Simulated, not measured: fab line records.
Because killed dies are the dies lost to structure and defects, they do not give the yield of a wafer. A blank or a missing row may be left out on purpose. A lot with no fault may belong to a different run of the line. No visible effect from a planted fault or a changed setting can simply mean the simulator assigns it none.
One fault through the eyes of 3 desks || flow nand harc || each desk holds nothing but its own numbers, with what lay behind them at the end

## AT THE METROLOGY DESK
What the gauges read, lot by lot, whatever tool the lot ran on: means of the sampled wafers that have a number. A lot is out of limits, marked OUT, if its mean lies more than 4 standard deviations from the usual mean; the brackets give that distance.
Columns: A = cd nm at NHARC_P_M0_CD_MEAS_09, usual 90.0 nm; B = cd nm at NHARC_P_M0_CD_MEAS_16, usual 89.9 nm
{"lot": "L162", "first seen here": "day 5 21:31", "A": 90.1, "B": 90.8}
{"lot": "L163", "first seen here": "day 6 07:13", "A": 90.7, "B": 90.4}
{"lot": "L164", "first seen here": "day 6 12:02", "A": 90.1, "B": 90.0}
{"lot": "L166", "first seen here": "day 6 13:53", "A": 89.5, "B": 89.5}
{"lot": "L165", "first seen here": "day 6 14:35", "A": 89.6, "B": 89.7}
{"lot": "L169", "first seen here": "day 7 15:34", "A": 89.6, "B": 89.7}
{"lot": "L171", "first seen here": "day 8 06:50", "A": "107.0 (+30) OUT", "B": "106.8 (+26) OUT"}
{"lot": "L174", "first seen here": "day 9 00:14", "A": "103.1 (+23) OUT", "B": "102.8 (+20) OUT"}
{"lot": "L177", "first seen here": "day 10 01:46", "A": 88.8, "B": 88.9}
{"lot": "L178", "first seen here": "day 10 02:10", "A": 89.9, "B": 90.0}
{"lot": "L182", "first seen here": "day 10 22:27", "A": 89.2, "B": 88.9}
{"lot": "L183", "first seen here": "day 11 00:56", "A": 90.0, "B": 89.5}
This desk's verdict: out of limits on L171, L174, starting with L171 at day 8 06:50 (cd nm at NHARC_P_M0_CD_MEAS_09). In limits: L162, L163, L164, L166, L165, L169, L177, L178, L182, L183.

## TOOL OWNER'S DESK, litho track-01
The tool's own readings at NHARC_P_M0_PEB_07 (peb time 65 s): means of the sampled wafers that have a number, for each lot that ran on this tool. A lot is out of limits, marked OUT, if its mean lies more than 4 standard deviations from the usual mean; the brackets give that distance.
Columns: A = heater power total W at NHARC_P_M0_PEB_07, usual 156.6 W; B = plate temp C at NHARC_P_M0_PEB_07, usual 100.01 C
{"lot": "L163", "first seen here": "day 6 07:08", "A": 156.6, "B": 100.08}
{"lot": "L165", "first seen here": "day 6 14:30", "A": 156.5, "B": 100.14}
{"lot": "L169", "first seen here": "day 7 15:29", "A": 157.0, "B": 100.02}
{"lot": "L171", "first seen here": "day 8 06:46", "A": "167.4 (+26) OUT", "B": "104.94 (+41) OUT"}
{"lot": "L174", "first seen here": "day 9 00:09", "A": "167.9 (+27) OUT", "B": "105.02 (+42) OUT"}
This desk's verdict: out of limits on L171, L174, starting with L171 at day 8 06:46 (heater power total W at NHARC_P_M0_PEB_07). In limits: L163, L165, L169.

## THE DEFECT DESK
Inspection counts along the route, by lot: the mean over sampled wafers that carry a number. A lot is out of limits, marked OUT, if its mean lies more than 4 standard deviations from the usual mean; the brackets give that distance.
Columns: A = raw defect count at NHARC_P_M0_INSPECT_11, usual 3.9
{"lot": "L162", "first seen here": "day 5 21:38", "A": 2.7}
{"lot": "L163", "first seen here": "day 6 07:20", "A": 3.7}
{"lot": "L164", "first seen here": "day 6 12:09", "A": 4.0}
{"lot": "L166", "first seen here": "day 6 14:01", "A": 7.3}
{"lot": "L165", "first seen here": "day 6 14:42", "A": 6.7}
{"lot": "L169", "first seen here": "day 7 15:41", "A": 2.0}
{"lot": "L171", "first seen here": "day 8 09:08", "A": 2.0}
{"lot": "L174", "first seen here": "day 9 13:19", "A": 4.0}
{"lot": "L177", "first seen here": "day 10 01:53", "A": 4.3}
{"lot": "L178", "first seen here": "day 10 02:18", "A": 5.3}
{"lot": "L182", "first seen here": "day 10 22:34", "A": 4.0}
{"lot": "L183", "first seen here": "day 11 01:04", "A": 4.3}
Result from this desk: across the 12 lots, nothing is out of limits.

## TAKEN TOGETHER
The tool owner's desk had the chance to raise an alarm at day 8 06:46 on L171, L174.
Metrology desk: alarm possible at day 8 06:50 on L171, L174.
Nothing the defect desk looked at was out of limits.
The defect desk has L171, L174 on record, within its limits.
All the named lots went through NHARC_P_M0_PEB_07 on litho track-01.

## WHAT THE SIMULATOR PUT IN
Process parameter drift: litho track-01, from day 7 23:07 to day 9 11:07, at NHARC_P_M0_PEB_07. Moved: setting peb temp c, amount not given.
Shown lots that were struck: L171, L174.
Counting hours from when the fault started, the first reading out of limits came at 8 for the tool owner's desk and at 8 for the metrology desk.
